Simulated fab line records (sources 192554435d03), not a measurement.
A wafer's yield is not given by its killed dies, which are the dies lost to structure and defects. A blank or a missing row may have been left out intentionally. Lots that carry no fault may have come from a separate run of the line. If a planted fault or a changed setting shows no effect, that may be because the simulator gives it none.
fab line records -- flow n5_finfet -- part 1 of 2: steps 1 to 23 of 35
[record] lots = 5, wafers = 15, last_day = 20
route steps=1938 shown SDB@366 DUMMY_REMOVAL@377 HKMG_FIN@385
lots untouched by any fault: they come from a run of this same line in which no faults occurred
start_h: hours from the record's first day to the start of the lot's first wafer shown -- wait_h: hours since the lot's step before -- " repeats the value in the row above -- L1.1+2: a row that stands for several wafers -- - no value present, or no start provided -- * or withheld: withheld -- < > ~ a bound
route shown NAME@n: NAME is a module with steps in the file, n the number in the route of the first one -- usual: the fault-free wafers' mean and standard deviation -- same: alike in all rows -- chamber/n: place in a boat -- sites: each site's reading -- _std_site: standard deviation across them -- _edge_site: mean of outer sites minus mean of inner sites -- radius_mm: for every site, how far away it sits from the centre of the wafer -- mask NAME#n: copy n -- behind: the most recent tool/chamber to have shaped the wafer -- hold: what put the lot on hold/how long, in hours/how the hold closed -- device: whichever transistor did not switch (one of n, p or np) -- end of line: the tests these same wafers got at the end of their route -- where a step has no rows: the recipe by itself -- killed: dies lost to structure and defects at the first sort, not the wafer's yield -- map: a wafer's dies, marking killed ones x, the rest . and places with no die _
set.NAME: the setting that was run; set.NAME@STEP: the one run at that earlier step -- model.NAME: the simulator's own value behind a step, which no gauge read
a table for each step, a row for each wafer; lots at some steps of the route
services: a tool's chamber out of use, with start hour (start_h, from the record's first day; less than 0 if before it), hours out, and reason
[[steps]]
[step N5_SDB_PRECLEAN_23]
[recipe] chemistry = dHF, time_s = 30, temp_c = 25, dilution = withheld
lot.wafer,tool,chamber,start_h,wait_h
L075.1+4+5,wet_bench-03,"4,3,7",74.50,0.4
L092.3+4+5,wet_bench-03,"2,5,6",173.44,0.1
L094.4+5+6,wet_bench-03,"2,4,3",199.21,0.1
L095.1+2+3,wet_bench-03,"3,6,1",199.75,0.1
L096.1+4+5,wet_bench-03,"1,4,0",209.78,0.1
[step N5_SDB_DUMMY_REMOVE_24]
[recipe] chemistry = TMAH, temp_c = 70, target = poly-Si, stop_on = SiO2, target_depth_nm = 142, conc_wt_pct = 5, time_s = 57, dry = ipa_marangoni, rinse_time_s = 30, rinse_temp_c = 23
lot.wafer,tool,chamber,start_h,wait_h
L075.1+4+5,wet_bench-03,"4,3,7",74.51,0.0
L092.3+4+5,wet_bench-03,"2,5,6",173.45,0.0
L094.4+5+6,wet_bench-03,"2,4,3",199.22,0.0
L095.1+2+3,wet_bench-03,"3,6,1",199.76,0.0
L096.1+4+5,wet_bench-03,"1,4,0",209.79,0.0
[step N5_SDB_ETCH_25]
[recipe] chemistry = C4F6/O2, target = SiO2, target_depth_a = 100, time_s = 3.3, ion_energy_ev = 250, mask_material = SiNx, pressure_mtorr = 30, source_w = 345, bias_w = 185, Ar_flow_sccm = 300, C4F6_flow_sccm = 10, O2_flow_sccm = 10
[usual] drypump_motor_current_A = 5.8/0.5, oes_product_au = 0.78/0.079, rf_vpp_V = 667/7.3, showerhead_plenum_p_Torr = 2.87/0.064, throttle_valve_pct = 21.28/0.15
lot.wafer,tool,chamber,start_h,wait_h,drypump_motor_current_A,oes_product_au,rf_hours_counter_h,rf_vpp_V,showerhead_plenum_p_Torr,throttle_valve_pct
L075.1,rie_diel-04,3,74.87,0.3,5.5,0.66,243,671,2.93,21.38
L075.4,rie_diel-04,1,74.87,0.3,6.2,0.69,221,669,2.81,21.30
L075.5,rie_diel-04,0,74.87,0.3,6.2,0.69,-,675,2.93,21.26
L092.3,rie_diel-04,3,173.51,0.0,5.5,0.94,17,672,2.92,21.11
L092.4,rie_diel-04,1,173.51,0.0,6.2,0.67,-,668,2.80,21.35
L092.5,rie_diel-04,2,173.51,0.0,5.6,0.71,-,663,2.85,21.51
L094.4,rie_diel-05,3,199.59,0.3,6.0,0.82,97,662,2.76,21.40
L094.5,rie_diel-05,2,199.59,0.3,6.1,0.72,-,667,2.93,21.47
L094.6,rie_diel-05,1,199.59,0.3,6.6,0.79,-,658,2.85,21.04
L095.1,rie_diel-05,0,199.82,0.0,5.7,0.81,80,671,3.00,21.31
L095.2,rie_diel-05,2,199.82,0.0,6.0,0.72,201,665,2.93,21.46
L095.3,rie_diel-05,1,199.82,0.0,6.6,0.77,144,658,2.85,21.06
L096.1,rie_diel-04,0,209.85,0.0,6.2,0.93,7,674,2.91,20.96
L096.4,rie_diel-04,3,209.85,0.0,5.6,0.90,-,670,2.91,21.12
L096.5,rie_diel-04,0,209.85,0.0,6.2,0.93,-,676,2.91,20.95
[step N5_SDB_CUT_ETCH_26]
[recipe] chemistry = HBr/Cl2/O2, target = Si, target_depth_a = 1296, bt_time_s = 20, mask_material = SiNx, time_s = 51.8, ion_energy_ev = *, bias_w = *, pressure_mtorr = 10, icp_w = 800, HBr_flow_sccm = 150, Cl2_flow_sccm = 80, O2_flow_sccm = 12
[usual] drypump_motor_current_A = 6.0/0.37, mfc_cl2_sccm = 80.00/0.25, oes_product_au = 1.009/0.015, throttle_valve_pct = 37.11/0.24
lot.wafer,tool,chamber,start_h,wait_h,drypump_motor_current_A,mfc_cl2_sccm,oes_product_au,rf_hours_counter_h,throttle_valve_pct
L075.1,rie_si-05,3,74.95,0.1,5.6,80.18,1.030,106,36.79
L075.4,rie_si-05,0,74.95,0.1,6.6,80.12,1.018,71,37.12
L075.5,rie_si-05,0,74.95,0.1,6.6,79.94,1.017,-,37.11
L092.3,rie_si-05,2,173.59,0.1,6.5,80.08,1.025,13,37.38
L092.4,rie_si-05,0,173.59,0.1,6.6,80.26,1.016,73,37.13
L092.5,rie_si-05,3,173.59,0.1,5.5,79.93,1.026,-,36.78
L094.4,rie_si-04,0,199.67,0.1,5.9,80.35,0.987,9,37.15
L094.5,rie_si-04,1,199.67,0.1,6.3,79.93,0.999,-,36.91
L094.6,rie_si-04,2,199.67,0.1,6.1,80.11,1.021,-,37.20
L095.1,rie_si-05,2,199.91,0.1,6.5,80.04,1.014,14,37.37
L095.2,rie_si-05,0,199.91,0.1,6.6,79.91,1.012,73,37.10
L095.3,rie_si-05,1,199.91,0.1,5.5,80.17,1.024,62,36.82
L096.1,rie_si-05,0,209.93,0.1,6.6,80.39,1.018,73,37.12
L096.4,rie_si-05,1,209.93,0.1,5.5,80.32,1.030,62,36.81
L096.5,rie_si-05,2,209.93,0.1,6.5,79.86,1.019,-,37.39
[step N5_SDB_PRECLEAN_38]
[recipe] chemistry = dHF, time_s = 10, dilution = 750:1, temp_c = 25
lot.wafer,tool,chamber,start_h,wait_h
L075.1+4+5,wet_bench-04,"5,4,3",75.07,0.1
L092.3+4+5,wet_bench-05,"3,2,0",173.71,0.1
L094.4+5+6,wet_bench-03,"7,3,1",199.80,0.1
L095.1+2+3,wet_bench-05,"0,7,1",200.03,0.1
L096.1+4+5,wet_bench-03,"2,4,6",210.05,0.1
[step N5_SDB_PRECLEAN_39]
[recipe] chemistry = O3/DIW, time_s = 45, temp_c = 22, o3_ppm = 10
lot.wafer,tool,chamber,start_h,wait_h
L075.1+4+5,wet_bench-04,"5,4,3",75.08,0.0
L092.3+4+5,wet_bench-05,"3,2,0",173.71,0.0
L094.4+5+6,wet_bench-03,"7,3,1",199.80,0.0
L095.1+2+3,wet_bench-05,"0,7,1",200.04,0.0
L096.1+4+5,wet_bench-03,"2,4,6",210.05,0.0
[step N5_SDB_SRD_28]
[recipe] dry = ipa_marangoni, time_s = 30, temp_c = 23, rinse_liquid = diw
lot.wafer,tool,chamber,start_h,wait_h
L075.1+4+5,wet_bench-04,"5,4,3",75.09,0.0
L092.3+4+5,wet_bench-05,"3,2,0",173.73,0.0
L094.4+5+6,wet_bench-03,"7,3,1",199.81,0.0
L095.1+2+3,wet_bench-05,"0,7,1",200.05,0.0
L096.1+4+5,wet_bench-03,"2,4,6",210.07,0.0
[step N5_SDB_ALD_29]
[recipe] material = SiNx, target_thk_a = 300, temp_c = 400, ald_precursor_family = SiH2I2, ald_co_reactant = N2/H2-plasma, pulse_time_s = 1, ald_cycles = 600, purge_time_s = 2, co_reactant_purge_time_s = 2, pressure_torr = 2
[usual] heater_power_w = 836/85, precursor_pulse_height_rel = 0.997/0.02
lot.wafer,tool,chamber,start_h,wait_h,heater_power_w,precursor_pulse_height_rel
L075.1,ald_sin-01,0,75.14,0.0,750,1.006
L075.4,ald_sin-01,3,75.14,0.0,852,0.981
L075.5,ald_sin-01,3,76.49,1.4,838,1.022
L092.3,ald_sin-01,2,173.77,0.0,762,1.010
L092.4,ald_sin-01,1,173.77,0.0,915,0.975
L092.5,ald_sin-01,1,175.13,1.4,893,1.006
L094.4,ald_sin-01,2,199.86,0.0,742,0.991
L094.5,ald_sin-01,3,201.21,1.4,844,0.987
L094.6,ald_sin-01,0,201.21,1.4,774,0.976
L095.1,ald_sin-04,2,200.10,0.0,1018,0.958
L095.2,ald_sin-04,1,200.10,0.0,751,0.985
L095.3,ald_sin-04,0,200.10,0.0,863,0.990
L096.1,ald_sin-04,0,210.11,0.0,848,1.015
L096.4,ald_sin-04,2,210.11,0.0,1024,1.015
L096.5,ald_sin-04,2,211.46,1.4,1033,1.003
[step N5_SDB_CMP_30]
[recipe] stop_on = poly-Si, t_overpolish_s = 1.54, post_cmp_clean = alkaline_brush, down_force_psi = 4.1491, platen_rpm = 51.796, pad_velocity_m_s = 1.0306, target_thk_nm = 30
[usual] motor_current_A = 12.2/1.4, overpolish_run_s = 1.539/0.0093, time_to_endpoint_s = 17.0/2.1
lot.wafer,tool,chamber,start_h,wait_h,motor_current_A,overpolish_run_s,time_to_endpoint_s
L075.1,cmp-04,3,77.91,1.4,12.9,1.531,17.4
L075.4,cmp-04,1,77.91,1.4,11.2,1.550,18.4
L075.5,cmp-04,2,77.91,1.4,12.7,1.541,19.5
L092.4,cmp-03,1,176.58,1.5,11.6,1.546,20.5
L092.3,cmp-03,2,176.58,1.5,14.6,1.555,18.1
L092.5,cmp-03,3,176.58,1.5,11.9,1.523,17.4
L094.4,cmp-03,3,202.67,1.5,12.3,1.531,18.4
L094.6,cmp-03,1,202.67,1.5,11.8,1.549,16.5
L094.5,cmp-03,2,202.67,1.5,14.6,1.535,18.7
L095.3,cmp-03,3,202.87,1.4,11.4,1.535,16.0
L095.1,cmp-03,0,202.87,1.4,10.6,1.529,18.4
L095.2,cmp-03,1,202.87,1.4,11.5,1.531,16.5
L096.1,cmp-03,3,212.85,1.4,12.1,1.526,12.6
L096.4,cmp-03,2,212.85,1.4,15.0,1.543,16.5
L096.5,cmp-03,3,212.85,1.4,11.7,1.561,14.4
[step N5_SDB_THK_MEAS_31]
[recipe] reads = a-Si_of_DUMMY_GATE_CVD_03
[usual] SDB_THK = 64.2/0.9
lot.wafer,tool,chamber,start_h,wait_h,SDB_THK[nm]
L075.1,film_metro-01,-,78.26,-,65.2
L075.4,film_metro-01,-,78.26,-,64.3
L075.5,film_metro-01,-,78.26,-,64.8
L092.3,film_metro-02,-,176.80,-,65.7
L092.4,film_metro-02,-,176.80,-,64.4
L092.5,film_metro-02,-,176.80,-,64.1
L094.4,film_metro-02,-,202.89,-,63.6
L094.5,film_metro-02,-,202.89,-,64.0
L094.6,film_metro-02,-,202.89,-,63.8
L095.1,film_metro-01,-,203.13,-,64.7
L095.2,film_metro-01,-,203.13,-,62.7
L095.3,film_metro-01,-,203.13,-,63.4
L096.1,film_metro-02,-,213.14,-,63.1
L096.4,film_metro-02,-,213.14,-,64.0
L096.5,film_metro-02,-,213.14,-,63.5
[step N5_SDB_INSPECT_36]
[recipe] inspect_instrument = darkfield, mode = post_cmp
[usual] raw_defect_count = 34/14
lot.wafer,tool,chamber,start_h,wait_h,raw_defect_count
L075.1,defect_inspect-02,-,78.29,0.0,12
L075.4,defect_inspect-02,-,78.29,0.0,49
L075.5,defect_inspect-02,-,78.29,0.0,40
L092.3,defect_inspect-02,-,176.83,0.0,50
L092.4,defect_inspect-02,-,176.83,0.0,25
L092.5,defect_inspect-02,-,176.83,0.0,35
L094.4,defect_inspect-01,-,202.92,0.0,47
L094.5,defect_inspect-01,-,202.92,0.0,27
L094.6,defect_inspect-01,-,202.92,0.0,20
L095.1,defect_inspect-01,-,203.15,0.0,35
L095.2,defect_inspect-01,-,203.15,0.0,48
L095.3,defect_inspect-01,-,203.15,0.0,21
L096.1,defect_inspect-02,-,213.17,0.0,29
L096.4,defect_inspect-02,-,213.17,0.0,44
L096.5,defect_inspect-02,-,213.17,0.0,42
[step N5_DUMMY_REMOVAL_HM_STRIP_01]
[recipe] chemistry = CH3F/O2, material = SiNx, target_depth_a = 40, stop_on = poly-Si, time_s = 6.8, over_etch_frac = 0.3, ion_energy_ev = 60, power_w = 410, bias_w = 29, Ar_flow_sccm = 150, CH3F_flow_sccm = 30, O2_flow_sccm = 20
[usual] drypump_motor_current_A = 5.6/0.43, oes_product_au = 0.64/0.077, rf_vpp_V = 127.5/1, showerhead_plenum_p_Torr = 2.00/0.073, throttle_valve_pct = 16.40/0.23
lot.wafer,tool,chamber,start_h,wait_h,drypump_motor_current_A,oes_product_au,rf_hours_counter_h,rf_vpp_V,showerhead_plenum_p_Torr,throttle_valve_pct
L075.1,rie_diel-06,1,78.32,0.0,5.6,0.59,184,129.3,2.07,16.66
L075.4,rie_diel-06,0,78.32,0.0,5.2,0.55,240,127.7,1.98,16.51
L075.5,rie_diel-06,0,78.32,0.0,5.2,0.55,-,128.1,1.98,16.50
L092.3,rie_diel-03,0,176.86,0.0,4.8,0.69,40,128.5,1.96,16.14
L092.4,rie_diel-03,2,176.86,0.0,5.3,0.58,236,126.5,1.89,16.56
L092.5,rie_diel-03,3,176.86,0.0,5.5,0.76,-,130.0,2.13,16.05
L094.4,rie_diel-03,3,202.95,0.0,5.5,0.74,19,129.4,2.12,16.06
L094.5,rie_diel-03,0,202.95,0.0,4.7,0.68,-,125.9,1.96,16.12
L094.6,rie_diel-03,3,202.95,0.0,5.5,0.74,-,129.1,2.12,16.05
L095.1,rie_diel-02,3,203.19,0.0,5.8,0.64,94,126.3,1.94,16.63
L095.2,rie_diel-02,0,203.19,0.0,5.6,0.74,23,125.3,1.96,16.18
L095.3,rie_diel-02,1,203.19,0.0,6.3,0.72,30,127.5,2.05,16.09
L096.1,rie_diel-06,3,213.20,0.0,5.4,0.56,211,127.5,1.99,16.69
L096.4,rie_diel-06,1,213.20,0.0,5.6,0.57,220,128.5,2.06,16.73
L096.5,rie_diel-06,0,213.20,0.0,5.2,0.74,-,126.8,1.97,16.13
[step N5_DUMMY_REMOVAL_STRIP_10]
[recipe] chemistry = N2/H2, time_s = 40, power_w = 100, temp_c = 40, pressure_mtorr = 100, rf_frequency_hz = 6e+07, bias_power_w = 3, n2_flow_sccm = 300, h2_flow_sccm = 300
[usual] drypump_motor_current_A = 5.6/0.44, oes_product_au = 0.78/0.097, rf_vpp_V = 45.3/0.8, showerhead_plenum_p_Torr = 3.38/0.12, throttle_valve_pct = 12.25/0.28
lot.wafer,tool,chamber,start_h,wait_h,drypump_motor_current_A,oes_product_au,rf_hours_counter_h,rf_vpp_V,showerhead_plenum_p_Torr,throttle_valve_pct
L075.1,rie_diel-06,1,78.36,0.0,5.6,0.73,184,44.4,3.50,12.58
L075.4,rie_diel-06,0,78.36,0.0,5.2,0.68,240,44.8,3.32,12.41
L075.5,rie_diel-06,0,78.36,0.0,5.2,0.68,-,46.0,3.32,12.42
L092.3,rie_diel-03,0,176.90,0.0,4.8,0.85,40,45.4,3.30,11.86
L092.4,rie_diel-03,2,176.90,0.0,5.3,0.71,236,44.8,3.20,12.52
L092.5,rie_diel-03,3,176.90,0.0,5.5,0.93,-,44.8,3.60,11.87
L094.4,rie_diel-03,3,202.98,0.0,5.5,0.92,19,46.0,3.59,11.87
L094.5,rie_diel-03,0,202.98,0.0,4.7,0.84,-,45.6,3.30,11.88
L094.6,rie_diel-03,3,202.98,0.0,5.5,0.91,-,45.3,3.59,11.88
L095.1,rie_diel-02,3,203.22,0.0,5.8,0.78,94,46.3,3.28,12.42
L095.2,rie_diel-02,0,203.22,0.0,5.6,0.92,23,45.9,3.30,11.91
L095.3,rie_diel-02,1,203.22,0.0,6.3,0.89,30,45.8,3.43,11.93
L096.1,rie_diel-06,3,213.24,0.0,5.5,0.68,211,45.2,3.36,12.52
L096.4,rie_diel-06,1,213.24,0.0,5.6,0.70,220,44.8,3.48,12.66
L096.5,rie_diel-06,0,213.24,0.0,5.2,0.92,-,45.4,3.31,11.85
[step N5_DUMMY_REMOVAL_PRECLEAN_07]
[recipe] chemistry = dHF, time_s = 30, temp_c = 25, dilution = withheld
lot.wafer,tool,chamber,start_h,wait_h
L075.1+4+5,wet_bench-06,"5,2,4",78.45,0.1
L092.3+4+5,wet_bench-06,"0,2,7",176.99,0.1
L094.4+5+6,wet_bench-06,"5,4,0",203.08,0.1
L095.1+2+3,wet_bench-02,"2,1,5",203.32,0.1
L096.1+4+5,wet_bench-02,"5,0,6",213.33,0.1
[step N5_DUMMY_REMOVAL_DUMMY_REMOVE_02]
[recipe] chemistry = TMAH, temp_c = 70, target = poly-Si, stop_on = SiO2, target_depth_nm = 142, conc_wt_pct = 5, time_s = 57, dry = ipa_marangoni, rinse_time_s = 30, rinse_temp_c = 23
lot.wafer,tool,chamber,start_h,wait_h
L075.1+4+5,wet_bench-06,"5,2,4",78.46,0.0
L092.3+4+5,wet_bench-06,"0,2,7",177.00,0.0
L094.4+5+6,wet_bench-06,"5,4,0",203.09,0.0
L095.1+2+3,wet_bench-02,"2,1,5",203.33,0.0
L096.1+4+5,wet_bench-02,"5,0,6",213.34,0.0
[step N5_DUMMY_REMOVAL_INSPECT_06]
[recipe] inspect_instrument = brightfield, mode = aei
[usual] raw_defect_count = 12/5.1
lot.wafer,tool,chamber,start_h,wait_h,raw_defect_count
L075.1,defect_inspect-02,-,78.52,0.0,8
L075.4,defect_inspect-02,-,78.52,0.0,15
L075.5,defect_inspect-02,-,78.52,0.0,10
L092.3,defect_inspect-01,-,177.06,0.0,11
L092.4,defect_inspect-01,-,177.06,0.0,21
L092.5,defect_inspect-01,-,177.06,0.0,15
L094.4,defect_inspect-02,-,203.15,0.0,13
L094.5,defect_inspect-02,-,203.15,0.0,13
L094.6,defect_inspect-02,-,203.15,0.0,24
L095.1,defect_inspect-01,-,203.38,0.0,11
L095.2,defect_inspect-01,-,203.38,0.0,6
L095.3,defect_inspect-01,-,203.38,0.0,7
L096.1,defect_inspect-01,-,213.40,0.0,10
L096.4,defect_inspect-01,-,213.40,0.0,11
L096.5,defect_inspect-01,-,213.40,0.0,24
[step N5_DUMMY_REMOVAL_PRECLEAN_08]
[recipe] chemistry = NF3:NH3, afs_cycles = 2, temp_c = 30, time_s = 20, sublimation_temp_c = 180, sublimation_time_s = 60, pressure_torr = 3, rf_power_w = 30
lot.wafer,tool,chamber,start_h,wait_h
L075.1+4+5,remote_plasma-01,1,78.55,0.0
L092.3+4+5,remote_plasma-02,0,177.15,0.1
L094.4+5+6,remote_plasma-02,1,203.36,0.2
L095.1+2+3,remote_plasma-01,1,203.42,0.0
L096.1+4+5,remote_plasma-02,0,213.43,0.0
[step N5_DUMMY_REMOVAL_PRECLEAN_04]
[recipe] chemistry = DHF, time_s = 37, temp_c = 25, dilution = 500:1
lot.wafer,tool,chamber,start_h,wait_h
L075.1+4+5,wet_bench-02,"6,0,7",78.76,0.2
L092.3+4+5,wet_bench-06,"6,2,5",177.30,0.1
L094.4+5+6,wet_bench-02,"1,6,7",203.57,0.2
L095.1+2+3,wet_bench-01,"2,3,4",203.63,0.2
L096.1+4+5,wet_bench-01,"6,5,2",213.64,0.2
[step N5_DUMMY_REMOVAL_SRD_05]
[recipe] dry = ipa_marangoni, do_ppb = 5, time_s = 30, temp_c = 23, rinse_liquid = diw
lot.wafer,tool,chamber,start_h,wait_h
L075.1+4+5,wet_bench-02,"6,0,7",78.78,0.0
L092.3+4+5,wet_bench-06,"6,2,5",177.32,0.0
L094.4+5+6,wet_bench-02,"1,6,7",203.58,0.0
L095.1+2+3,wet_bench-01,"2,3,4",203.64,0.0
L096.1+4+5,wet_bench-01,"6,5,2",213.66,0.0
[step N5_HKMG_FIN_IL_REGROW_00]
[recipe] material = SiO2, target_thk_a = 7.5, chemistry = O3, temp_c = withheld, time_s = 30
lot.wafer,tool,chamber,start_h,wait_h
L075.1+4+5,ald_hk-02,"0,3,2",78.82,0.0
L092.3+4+5,ald_hk-03,"3,0,2",177.36,0.0
L094.4+5+6,ald_hk-02,"2,3,0",203.64,0.0
L095.1+2+3,ald_hk-01,"2,0,3",203.69,0.0
L096.1+4+5,ald_hk-01,"1,2,2",213.70,0.0
[step N5_HKMG_FIN_HK_ALD_01]
[recipe] material = HfO2, target_thk_a = 16, temp_c = withheld, ald_precursor_family = HfCl4, ald_co_reactant = H2O, pulse_time_s = 3, purge_time_s = 3, co_reactant_purge_time_s = 2.5, co_reactant_pulse_time_s = 0.3, ald_cycles = 30
[usual] precursor_pulse_height_rel = 0.999/0.018
lot.wafer,tool,chamber,start_h,wait_h,precursor_pulse_height_rel
L075.1,ald_hk-02,0,78.87,0.0,0.994
L075.4,ald_hk-02,3,78.87,0.0,0.990
L075.5,ald_hk-02,2,78.87,0.0,0.983
L092.3,ald_hk-03,3,177.41,0.0,0.983
L092.4,ald_hk-03,0,177.41,0.0,0.975
L092.5,ald_hk-03,2,177.41,0.0,0.976
L094.4,ald_hk-02,2,203.69,0.0,0.973
L094.5,ald_hk-02,3,203.69,0.0,0.989
L094.6,ald_hk-02,0,203.69,0.0,0.980
L095.1,ald_hk-01,2,203.74,0.0,1.027
L095.2,ald_hk-01,0,203.74,0.0,0.997
L095.3,ald_hk-01,3,203.74,0.0,1.025
L096.1,ald_hk-01,1,213.75,0.0,1.026
L096.4,ald_hk-01,2,213.75,0.0,1.001
L096.5,ald_hk-01,2,213.75,0.0,1.018
[step N5_HKMG_FIN_HK_ANNEAL_02]
[recipe] temp_c = 700, time_s = 30, ambient = N2, idle_temp_c = 600, ramp_up_c_per_s = 150, ramp_down_c_per_s = 60, cool_to_c = 600
[usual] lamp_power_pct = 8.81/0.05, lamp_zone_3_pct = 8.798/0.011, wafer_temp_C_max = 703.0/0.69
lot.wafer,tool,chamber,start_h,wait_h,lamp_power_pct,lamp_zone_3_pct,wafer_temp_C_max
L075.1,rtp_anneal-01,0,79.30,0.4,8.89,8.805,701.8
L075.4,rtp_anneal-01,0,79.30,0.4,8.82,8.824,702.4
L075.5,rtp_anneal-01,0,79.30,0.4,8.84,8.803,702.6
L092.3,rtp_anneal-02,0,177.66,0.2,8.80,8.799,701.2
L092.4,rtp_anneal-02,0,177.66,0.2,8.85,8.809,704.0
L092.5,rtp_anneal-02,0,177.66,0.2,8.82,8.800,703.2
L095.1,rtp_anneal-02,0,203.93,0.1,8.74,8.794,704.0
L095.2,rtp_anneal-02,0,203.93,0.1,8.75,8.803,703.9
L095.3,rtp_anneal-02,0,203.93,0.1,8.88,8.786,703.4
L094.4,rtp_anneal-01,0,203.96,0.2,8.81,8.794,703.0
L094.5,rtp_anneal-01,0,203.96,0.2,8.77,8.797,703.0
L094.6,rtp_anneal-01,0,203.96,0.2,8.63,8.805,702.8
L096.1,rtp_anneal-02,0,213.94,0.1,8.79,8.784,702.5
L096.4,rtp_anneal-02,0,213.94,0.1,8.80,8.781,703.6
L096.5,rtp_anneal-02,0,213.94,0.1,8.81,8.798,702.2
[step N5_HKMG_FIN_ALD_74]
[recipe] material = La2O3, target_thk_a = 5, temp_c = 250, ald_precursor_family = La-Cp, ald_co_reactant = O3, pulse_time_s = 6, co_reactant_pulse_time_s = 1, purge_time_s = 3, co_reactant_purge_time_s = 3
[usual] heater_power_w = 353/42, precursor_pulse_height_rel = 1.002/0.018
lot.wafer,tool,chamber,start_h,wait_h,heater_power_w,precursor_pulse_height_rel
L075.1,ald_hk-03,1,79.52,0.2,320,1.004
L075.4,ald_hk-03,2,79.52,0.2,373,1.017
L075.5,ald_hk-03,3,79.52,0.2,321,1.000
L092.3,ald_hk-02,3,177.82,0.1,291,0.990
L092.4,ald_hk-02,2,177.82,0.1,355,1.027
L092.5,ald_hk-02,2,177.82,0.1,334,1.017
L094.4,ald_hk-03,1,204.09,0.1,310,0.977
L094.5,ald_hk-03,0,204.09,0.1,311,1.015
L094.6,ald_hk-03,3,204.09,0.1,322,1.002
L095.1,ald_hk-02,2,204.14,0.2,351,1.036
L095.2,ald_hk-02,1,204.14,0.2,419,0.993
L095.3,ald_hk-02,3,204.14,0.2,299,0.998
L096.1,ald_hk-03,1,214.16,0.2,320,0.984
L096.4,ald_hk-03,0,214.16,0.2,313,0.988
L096.5,ald_hk-03,1,214.16,0.2,330,0.976
